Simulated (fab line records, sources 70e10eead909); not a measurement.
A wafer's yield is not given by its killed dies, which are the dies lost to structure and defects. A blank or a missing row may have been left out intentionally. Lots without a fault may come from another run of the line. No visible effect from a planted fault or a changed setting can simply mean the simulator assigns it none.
What tool caused it? + flow nand harc + Sampling: 24 lots, 72 wafers, 6 of 1302 route steps

WHAT THE GAUGES SHOWED, per wafer
No reading from a measuring or inspecting step in the record can be judged against a usual standard deviation.

TOOL THAT RAN EACH LOT (tool first, then ch and the chambers of the sampled wafers, then the start)
| lot  | NHARC_A_CHANNEL_FILL_D2_ALD_03                 | NHARC_A_CHANNEL_FILL_D2_ALD_15                 | NHARC_A_STAIRCASE_DEP_156       | NHARC_A_STAIRCASE_ETCH_170                    | NHARC_A_STAIRCASE_ETCH_13                     | NHARC_A_STAIRCASE_STRIP_175          |
|------|------------------------------------------------|------------------------------------------------|---------------------------------|-----------------------------------------------|-----------------------------------------------|--------------------------------------|
| L074 | ald sin batch-03 ch 0, day 15 20:44 or earlier | ald sin batch-02 ch 0, day 15 20:44 or earlier | pecvd-01 ch 1,2, day 15 20:44   | rie diel-01 ch 0,2,3, day 16 03:44 or earlier | rie diel-01 ch 2,3, day 16 03:44 or earlier   | plasma asher-01 ch 0,1, day 16 03:44 |
| L075 | ald sin batch-03 ch 0, day 15 20:38 or earlier | ald sin batch-02 ch 0, day 15 20:38 or earlier | pecvd-04 ch 0,1, day 15 20:38   | rie diel-01 ch 0,2,3, day 16 03:27 or earlier | rie diel-01 ch 0,2, day 16 03:27 or earlier   | plasma asher-01 ch 0,1, day 16 03:27 |
| L076 | ald sin batch-03 ch 0, day 17 04:06 or earlier | ald sin batch-01 ch 0, day 17 04:06 or earlier | pecvd-01 ch 0,1,2, day 17 04:06 | rie diel-06 ch 1,2,3, day 17 09:09 or earlier | rie diel-04 ch 0,1,3, day 17 09:09 or earlier | plasma asher-01 ch 0,1, day 17 09:09 |
| L078 | ald sin batch-02 ch 0, day 17 09:51 or earlier | ald sin batch-01 ch 0, day 17 09:51 or earlier | pecvd-01 ch 0,1,2, day 17 09:51 | rie diel-06 ch 0,1, day 17 15:28 or earlier   | rie diel-04 ch 0,1,3, day 17 15:28 or earlier | plasma asher-02 ch 0,1, day 17 15:28 |
| L077 | ald sin batch-03 ch 0, day 17 09:38 or earlier | ald sin batch-03 ch 0, day 17 09:38 or earlier | pecvd-02 ch 1,2, day 17 09:38   | rie diel-06 ch 1,2,3, day 17 15:14 or earlier | rie diel-04 ch 0,2,3, day 17 15:14 or earlier | plasma asher-01 ch 0,1, day 17 15:14 |
| L079 | ald sin batch-03 ch 0, day 18 02:15 or earlier | ald sin batch-03 ch 0, day 18 02:15 or earlier | pecvd-01 ch 0,1,2, day 18 02:15 | rie diel-01 ch 1,2, day 18 09:07 or earlier   | rie diel-06 ch 0,3, day 18 09:07 or earlier   | plasma asher-01 ch 0,1, day 18 09:07 |
| L081 | ald sin batch-03 ch 0, day 17 23:51 or earlier | ald sin batch-03 ch 0, day 17 23:51 or earlier | pecvd-04 ch 1,2, day 17 23:51   | rie diel-06 ch 0,3, day 18 04:55 or earlier   | rie diel-06 ch 0,3, day 18 04:55 or earlier   | plasma asher-01 ch 0, day 18 04:55   |
| L080 | ald sin batch-02 ch 0, day 18 02:13 or earlier | ald sin batch-01 ch 0, day 18 02:13 or earlier | pecvd-04 ch 0,2, day 18 02:13   | rie diel-04 ch 0,3, day 18 08:03 or earlier   | rie diel-01 ch 1,2, day 18 08:03 or earlier   | plasma asher-01 ch 0,1, day 18 08:03 |
| L082 | ald sin batch-02 ch 0, day 18 19:40 or earlier | ald sin batch-02 ch 0, day 18 19:40 or earlier | pecvd-01 ch 0,1, day 18 19:40   | rie diel-01 ch 1,3, day 19 00:33 or earlier   | rie diel-01 ch 0,1, day 19 00:33 or earlier   | plasma asher-01 ch 0,1, day 19 00:33 |
| L083 | ald sin batch-03 ch 0, day 19 13:00 or earlier | ald sin batch-02 ch 0, day 19 13:00 or earlier | pecvd-01 ch 1,2, day 19 13:00   | rie diel-04 ch 0,1,2, day 19 17:50 or earlier | rie diel-06 ch 0,1,2, day 19 17:50 or earlier | plasma asher-01 ch 0,1, day 19 17:50 |
| L084 | ald sin batch-01 ch 0, day 20 01:36 or earlier | ald sin batch-02 ch 0, day 20 01:36 or earlier | pecvd-01 ch 1,2, day 20 01:36   | rie diel-06 ch 0,1,3, day 20 06:40 or earlier | rie diel-04 ch 0,2,3, day 20 06:40 or earlier | plasma asher-01 ch 0,1, day 20 06:40 |
| L085 | ald sin batch-01 ch 0, day 20 06:29 or earlier | ald sin batch-02 ch 0, day 20 06:29 or earlier | pecvd-02 ch 0,1,2, day 20 06:29 | rie diel-06 ch 0,1,3, day 20 12:53 or earlier | rie diel-06 ch 1,2, day 20 12:53 or earlier   | plasma asher-01 ch 0, day 20 12:53   |
| L086 | ald sin batch-01 ch 0, day 20 06:32 or earlier | ald sin batch-03 ch 0, day 20 06:32 or earlier | pecvd-01 ch 0,1,2, day 20 06:32 | rie diel-06 ch 1,2,3, day 20 12:40 or earlier | rie diel-06 ch 0,1,3, day 20 12:40 or earlier | plasma asher-02 ch 0,1, day 20 12:40 |
| L087 | ald sin batch-02 ch 0, day 21 11:52 or earlier | ald sin batch-02 ch 0, day 21 11:52 or earlier | pecvd-01 ch 0,1,2, day 21 11:52 | rie diel-04 ch 0,3, day 21 17:31 or earlier   | rie diel-06 ch 0,1,3, day 21 17:31 or earlier | plasma asher-02 ch 0,1, day 21 17:31 |
| L088 | ald sin batch-02 ch 0, day 21 11:53 or earlier | ald sin batch-02 ch 0, day 21 11:53 or earlier | pecvd-04 ch 1,2, day 21 11:53   | rie diel-04 ch 0,3, day 21 17:22 or earlier   | rie diel-06 ch 1,2,3, day 21 17:22 or earlier | plasma asher-01 ch 0,1, day 21 17:22 |
| L089 | ald sin batch-02 ch 0, day 21 15:57 or earlier | ald sin batch-02 ch 0, day 21 15:57 or earlier | pecvd-02 ch 0,1, day 21 15:57   | rie diel-01 ch 0,1,2, day 21 20:58 or earlier | rie diel-01 ch 1,2,3, day 21 20:58 or earlier | plasma asher-01 ch 0,1, day 21 20:58 |
| L090 | ald sin batch-02 ch 0, day 22 02:49 or earlier | ald sin batch-02 ch 0, day 22 02:49 or earlier | pecvd-01 ch 0,2, day 22 02:49   | rie diel-06 ch 1,2,3, day 22 07:43 or earlier | rie diel-04 ch 1,2,3, day 22 07:43 or earlier | plasma asher-02 ch 0,1, day 22 07:43 |
| L091 | ald sin batch-01 ch 0, day 22 08:25 or earlier | ald sin batch-03 ch 0, day 22 08:25 or earlier | pecvd-04 ch 0,1, day 22 08:25   | rie diel-04 ch 0,3, day 22 13:35 or earlier   | rie diel-04 ch 0,2,3, day 22 13:35 or earlier | plasma asher-02 ch 0,1, day 22 13:35 |
| L093 | ald sin batch-03 ch 0, day 23 09:44 or earlier | ald sin batch-02 ch 0, day 23 09:44 or earlier | pecvd-04 ch 0,2, day 23 09:44   | rie diel-06 ch 0,2, day 23 15:49 or earlier   | rie diel-01 ch 0,3, day 23 15:49 or earlier   | plasma asher-01 ch 0,1, day 23 15:49 |
| L092 | ald sin batch-01 ch 0, day 23 09:52 or earlier | ald sin batch-03 ch 0, day 23 09:52 or earlier | pecvd-04 ch 0,2, day 23 09:52   | rie diel-01 ch 1,3, day 23 15:15 or earlier   | rie diel-06 ch 0,1, day 23 15:15 or earlier   | plasma asher-01 ch 0,1, day 23 15:15 |
| L094 | ald sin batch-02 ch 0, day 24 04:46 or earlier | ald sin batch-03 ch 0, day 24 04:46 or earlier | pecvd-02 ch 1,2, day 24 04:46   | rie diel-01 ch 0,2,3, day 24 09:49 or earlier | rie diel-04 ch 0,2,3, day 24 09:49 or earlier | plasma asher-01 ch 0,1, day 24 09:49 |
| L096 | ald sin batch-02 ch 0, day 24 14:47 or earlier | ald sin batch-02 ch 0, day 24 14:47 or earlier | pecvd-04 ch 0,2, day 24 14:47   | rie diel-06 ch 0,1,3, day 24 22:28 or earlier | rie diel-06 ch 1,2,3, day 24 22:28 or earlier | plasma asher-01 ch 0,1, day 24 22:28 |
| L095 | ald sin batch-03 ch 0, day 24 23:45 or earlier | ald sin batch-01 ch 0, day 24 23:45 or earlier | pecvd-02 ch 1,2, day 24 23:45   | rie diel-06 ch 0,2, day 25 08:22 or earlier   | rie diel-06 ch 0,1, day 25 08:22 or earlier   | plasma asher-02 ch 1, day 25 08:22   |
| L097 | ald sin batch-03 ch 0, day 24 23:52 or earlier | ald sin batch-01 ch 0, day 24 23:52 or earlier | pecvd-01 ch 1,2, day 24 23:52   | rie diel-04 ch 1,2,3, day 25 07:50 or earlier | rie diel-06 ch 0,2,3, day 25 07:50 or earlier | plasma asher-01 ch 0,1, day 25 07:50 |
- NHARC_A_CHANNEL_FILL_D2_ALD_03: deposits SiNx, target thk 6 nm, pulse time 60 s, ald cycles 58.
- NHARC_A_CHANNEL_FILL_D2_ALD_15: deposits SiNx, target thk 2 nm, pulse time 60 s, ald cycles 19.
- NHARC_A_STAIRCASE_DEP_156: deposits SiNx, target thk 50 nm.
- NHARC_A_STAIRCASE_ETCH_170: etches the open film in C4F6/O2, target depth 200 nm, time 66.667 s.
- NHARC_A_STAIRCASE_ETCH_13: etches the open film in C4F8/O2, target depth 100 nm, time 40.5 s.
- NHARC_A_STAIRCASE_STRIP_175: strips in O2.

WHAT THE TOOLS THEMSELVES READ (means of the sampled wafers that have a number; where no wafer has one, the mark that the record gives instead)
NHARC_A_CHANNEL_FILL_D2_ALD_03. Usual: precursor pulse height rel reads 0.998 (standard deviation 0.019).
| lot  | tool             | precursor pulse height rel | flag |
|------|------------------|----------------------------|------|
| L074 | ald sin batch-03 | 1.023                      |      |
| L075 | ald sin batch-03 | 0.980                      |      |
| L076 | ald sin batch-03 | 1.010                      |      |
| L078 | ald sin batch-02 | 0.996                      |      |
| L077 | ald sin batch-03 | 0.994                      |      |
| L079 | ald sin batch-03 | 1.014                      |      |
| L081 | ald sin batch-03 | 0.987                      |      |
| L080 | ald sin batch-02 | 1.004                      |      |
| L082 | ald sin batch-02 | 1.004                      |      |
| L083 | ald sin batch-03 | 1.000                      |      |
| L084 | ald sin batch-01 | 1.030                      |      |
| L085 | ald sin batch-01 | 0.995                      |      |
| L086 | ald sin batch-01 | 1.009                      |      |
| L087 | ald sin batch-02 | 1.006                      |      |
| L088 | ald sin batch-02 | 0.990                      |      |
| L089 | ald sin batch-02 | 1.009                      |      |
| L090 | ald sin batch-02 | 0.993                      |      |
| L091 | ald sin batch-01 | 0.990                      |      |
| L093 | ald sin batch-03 | 0.989                      |      |
| L092 | ald sin batch-01 | 1.005                      |      |
| L094 | ald sin batch-02 | 1.000                      |      |
| L096 | ald sin batch-02 | 0.999                      |      |
| L095 | ald sin batch-03 | 0.998                      |      |
| L097 | ald sin batch-03 | 0.995                      |      |

NHARC_A_CHANNEL_FILL_D2_ALD_15. Usual: precursor pulse height rel reads 1.001 (standard deviation 0.021).
| lot  | tool             | precursor pulse height rel | flag |
|------|------------------|----------------------------|------|
| L074 | ald sin batch-02 | 1.013                      |      |
| L075 | ald sin batch-02 | 1.008                      |      |
| L076 | ald sin batch-01 | 1.018                      |      |
| L078 | ald sin batch-01 | 1.003                      |      |
| L077 | ald sin batch-03 | 1.021                      |      |
| L079 | ald sin batch-03 | 0.997                      |      |
| L081 | ald sin batch-03 | 1.002                      |      |
| L080 | ald sin batch-01 | 1.016                      |      |
| L082 | ald sin batch-02 | 1.028                      |      |
| L083 | ald sin batch-02 | 0.991                      |      |
| L084 | ald sin batch-02 | 0.984                      |      |
| L085 | ald sin batch-02 | 0.990                      |      |
| L086 | ald sin batch-03 | 1.022                      |      |
| L087 | ald sin batch-02 | 1.005                      |      |
| L088 | ald sin batch-02 | 1.007                      |      |
| L089 | ald sin batch-02 | 1.003                      |      |
| L090 | ald sin batch-02 | 0.984                      |      |
| L091 | ald sin batch-03 | 1.022                      |      |
| L093 | ald sin batch-02 | 0.999                      |      |
| L092 | ald sin batch-03 | 0.993                      |      |
| L094 | ald sin batch-03 | 1.013                      |      |
| L096 | ald sin batch-02 | 0.999                      |      |
| L095 | ald sin batch-01 | 0.998                      |      |
| L097 | ald sin batch-01 | 0.997                      |      |

NHARC_A_STAIRCASE_DEP_156. Usual: heater power w 705 W, standard deviation 120; rf fwd power W 447.8 W, standard deviation 1.6.
| lot  | tool     | heater power w (W) | rf fwd power W (W) | flag |
|------|----------|--------------------|--------------------|------|
| L074 | pecvd-01 | 615                | 448.9              |      |
| L075 | pecvd-04 | 796                | 447.1              |      |
| L076 | pecvd-01 | 685                | 447.5              |      |
| L078 | pecvd-01 | 703                | 446.8              |      |
| L077 | pecvd-02 | 790                | 448.6              |      |
| L079 | pecvd-01 | 637                | 447.8              |      |
| L081 | pecvd-04 | 695                | 448.1              |      |
| L080 | pecvd-04 | 629                | 447.4              |      |
| L082 | pecvd-01 | 719                | 448.3              |      |
| L083 | pecvd-01 | 609                | 449.1              |      |
| L084 | pecvd-01 | 603                | 448.6              |      |
| L085 | pecvd-02 | 744                | 447.7              |      |
| L086 | pecvd-01 | 645                | 449.3              |      |
| L087 | pecvd-01 | 628                | 447.6              |      |
| L088 | pecvd-04 | 771                | 448.5              |      |
| L089 | pecvd-02 | 770                | 448.0              |      |
| L090 | pecvd-01 | 622                | 449.4              |      |
| L091 | pecvd-04 | 845                | 448.4              |      |
| L093 | pecvd-04 | 675                | 448.1              |      |
| L092 | pecvd-04 | 702                | 445.5              |      |
| L094 | pecvd-02 | 740                | 446.8              |      |
| L096 | pecvd-04 | 595                | 448.1              |      |
| L095 | pecvd-02 | 681                | 447.9              |      |
| L097 | pecvd-01 | 570                | 448.7              |      |

NHARC_A_STAIRCASE_ETCH_170. Usual: bias w 500.3 W (standard deviation 1.4); drypump motor current A 5.8 A (standard deviation 0.53); oes product au 0.962 a.u. (standard deviation 0.019); rf fwd power W 594.9 W (standard deviation 2.4); rf vpp V 548 V (standard deviation 3.9); showerhead plenum p Torr 3.97 Torr (standard deviation 0.19); throttle valve pct 26.903 % (standard deviation 0.0086).
| lot  | tool        | bias w (W) | drypump motor current A (A) | oes product au (a.u.) | rf fwd power W (W) | rf vpp V (V) | showerhead plenum p Torr (Torr) | throttle valve pct (%) | flag |
|------|-------------|------------|-----------------------------|-----------------------|--------------------|--------------|---------------------------------|------------------------|------|
| L074 | rie diel-01 | 500.4      | 5.3                         | 0.979                 | 596.9              | 544          | 3.81                            | 26.893                 |      |
| L075 | rie diel-01 | 500.7      | 5.3                         | 0.980                 | 595.2              | 544          | 3.81                            | 26.909                 |      |
| L076 | rie diel-06 | 500.6      | 6.0                         | 0.962                 | 595.7              | 552          | 4.14                            | 26.901                 |      |
| L078 | rie diel-06 | 500.1      | 6.5                         | 0.947                 | 595.1              | 551          | 4.13                            | 26.905                 |      |
| L077 | rie diel-06 | 500.5      | 6.0                         | 0.964                 | 595.8              | 552          | 4.14                            | 26.898                 |      |
| L079 | rie diel-01 | 500.4      | 6.2                         | 0.959                 | 594.3              | 547          | 3.94                            | 26.910                 |      |
| L081 | rie diel-06 | 499.7      | 6.0                         | 0.973                 | 595.0              | 549          | 4.03                            | 26.900                 |      |
| L080 | rie diel-04 | 500.6      | 5.9                         | 0.956                 | 594.3              | 543          | 3.78                            | 26.891                 |      |
| L082 | rie diel-01 | 498.2      | 6.0                         | 0.958                 | 594.6              | 547          | 3.92                            | 26.900                 |      |
| L083 | rie diel-04 | 500.8      | 5.8                         | 0.967                 | 594.6              | 546          | 3.91                            | 26.895                 |      |
| L084 | rie diel-06 | 500.2      | 6.2                         | 0.957                 | 597.2              | 549          | 4.07                            | 26.908                 |      |
| L085 | rie diel-06 | 499.8      | 6.2                         | 0.943                 | 596.2              | 549          | 4.07                            | 26.907                 |      |
| L086 | rie diel-06 | 501.2      | 6.0                         | 0.909                 | 594.3              | 551          | 4.12                            | 26.904                 |      |
| L087 | rie diel-04 | 500.2      | 6.1                         | 0.964                 | 592.8              | 543          | 3.70                            | 26.903                 |      |
| L088 | rie diel-04 | 500.6      | 5.9                         | 0.982                 | 594.6              | 543          | 3.76                            | 26.900                 |      |
| L089 | rie diel-01 | 499.3      | 5.7                         | 0.964                 | 592.2              | 546          | 3.88                            | 26.899                 |      |
| L090 | rie diel-06 | 502.0      | 6.0                         | 0.974                 | 594.4              | 550          | 4.12                            | 26.907                 |      |
| L091 | rie diel-04 | 498.9      | 6.1                         | 0.960                 | 592.9              | 542          | 3.70                            | 26.905                 |      |
| L093 | rie diel-06 | 499.8      | 5.5                         | 0.946                 | 593.5              | 551          | 4.13                            | 26.896                 |      |
| L092 | rie diel-01 | 501.3      | 5.6                         | 0.970                 | 594.8              | 545          | 3.81                            | 26.905                 |      |
| L094 | rie diel-01 | 499.6      | 5.3                         | 0.977                 | 595.7              | 544          | 3.77                            | 26.909                 |      |
| L096 | rie diel-06 | 500.0      | 6.2                         | 0.968                 | 595.7              | 549          | 4.04                            | 26.902                 |      |
| L095 | rie diel-06 | 501.0      | 5.6                         | 0.976                 | 595.7              | 549          | 4.06                            | 26.902                 |      |
| L097 | rie diel-04 | 499.6      | 6.0                         | 0.958                 | 593.9              | 548          | 4.03                            | 26.904                 |      |

NHARC_A_STAIRCASE_ETCH_13. Usual: bias w 1000.1 W, standard deviation 2.9; oes product au 0.935 a.u., standard deviation 0.016; rf fwd power W 592 W, standard deviation 3.3; rf vpp V 897 V, standard deviation 6.3.
| lot  | tool        | bias w (W) | oes product au (a.u.) | rf fwd power W (W) | rf vpp V (V) | flag |
|------|-------------|------------|-----------------------|--------------------|--------------|------|
| L074 | rie diel-01 | 1000.8     | 0.932                 | 592                | 890          |      |
| L075 | rie diel-01 | 1001.8     | 0.937                 | 592                | 894          |      |
| L076 | rie diel-04 | 1001.8     | 0.915                 | 590                | 889          |      |
| L078 | rie diel-04 | 999.6      | 0.921                 | 591                | 890          |      |
| L077 | rie diel-04 | 1001.9     | 0.940                 | 591                | 895          |      |
| L079 | rie diel-06 | 1000.8     | 0.942                 | 592                | 900          |      |
| L081 | rie diel-06 | 998.6      | 0.941                 | 594                | 899          |      |
| L080 | rie diel-01 | 999.6      | 0.925                 | 589                | 897          |      |
| L082 | rie diel-01 | 997.0      | 0.921                 | 591                | 898          |      |
| L083 | rie diel-06 | 999.0      | 0.936                 | 591                | 902          |      |
| L084 | rie diel-04 | 1001.0     | 0.930                 | 591                | 895          |      |
| L085 | rie diel-06 | 1000.9     | 0.915                 | 593                | 904          |      |
| L086 | rie diel-06 | 1001.0     | 0.918                 | 593                | 901          |      |
| L087 | rie diel-06 | 996.5      | 0.933                 | 594                | 901          |      |
| L088 | rie diel-06 | 998.3      | 0.938                 | 592                | 902          |      |
| L089 | rie diel-01 | 999.9      | 0.941                 | 590                | 892          |      |
| L090 | rie diel-04 | 999.0      | 0.944                 | 589                | 893          |      |
| L091 | rie diel-04 | 1001.5     | 0.933                 | 591                | 894          |      |
| L093 | rie diel-01 | 1000.6     | 0.927                 | 594                | 890          |      |
| L092 | rie diel-06 | 1002.6     | 0.961                 | 590                | 901          |      |
| L094 | rie diel-04 | 1000.3     | 0.954                 | 593                | 900          |      |
| L096 | rie diel-06 | 1000.6     | 0.947                 | 594                | 902          |      |
| L095 | rie diel-06 | 998.5      | 0.923                 | 593                | 901          |      |
| L097 | rie diel-06 | 1001.4     | 0.947                 | 592                | 901          |      |

NHARC_A_STAIRCASE_STRIP_175. Usual: drypump motor current A 5.64 A, standard deviation 0.13; heater power w 311 W, standard deviation 27.
| lot  | tool            | drypump motor current A (A) | heater power w (W) | flag |
|------|-----------------|-----------------------------|--------------------|------|
| L074 | plasma asher-01 | 5.63                        | 304                |      |
| L075 | plasma asher-01 | 5.62                        | 300                |      |
| L076 | plasma asher-01 | 5.63                        | 303                |      |
| L078 | plasma asher-02 | 5.62                        | 296                |      |
| L077 | plasma asher-01 | 5.63                        | 300                |      |
| L079 | plasma asher-01 | 5.62                        | 298                |      |
| L081 | plasma asher-01 | 5.65                        | 287                |      |
| L080 | plasma asher-01 | 5.59                        | 320                |      |
| L082 | plasma asher-01 | 5.59                        | 320                |      |
| L083 | plasma asher-01 | 5.61                        | 303                |      |
| L084 | plasma asher-01 | 5.63                        | 303                |      |
| L085 | plasma asher-01 | 5.64                        | 283                |      |
| L086 | plasma asher-02 | 5.63                        | 308                |      |
| L087 | plasma asher-02 | 5.80                        | 322                |      |
| L088 | plasma asher-01 | 5.60                        | 314                |      |
| L089 | plasma asher-01 | 5.63                        | 301                |      |
| L090 | plasma asher-02 | 5.80                        | 328                |      |
| L091 | plasma asher-02 | 5.79                        | 328                |      |
| L093 | plasma asher-01 | 5.59                        | 320                |      |
| L092 | plasma asher-01 | 5.63                        | 298                |      |
| L094 | plasma asher-01 | 5.65                        | 297                |      |
| L096 | plasma asher-01 | 5.61                        | 318                |      |
| L095 | plasma asher-02 | 5.96                        | 341                |      |
| L097 | plasma asher-01 | 5.61                        | 321                |      |

THE ANSWER, worked out from the rows above alone
Rule: take the mean of a lot's wafers that have a number; if it is more than 3 standard deviations from the usual mean, the lot is off. Also off: a lot with no number at a reading for which 4 or more lots have one. The other lots that the step has rows for count as sound. First the gauges in route order, then the tools' own readings, where a lot's mean is used as printed above. At the first step where some lot is off, the reading lying furthest off is the one used; lots without a number count as furthest.
None of the lots is off at any reading shown; this tells nothing.

WHAT THE SIMULATOR HAD INSERTED
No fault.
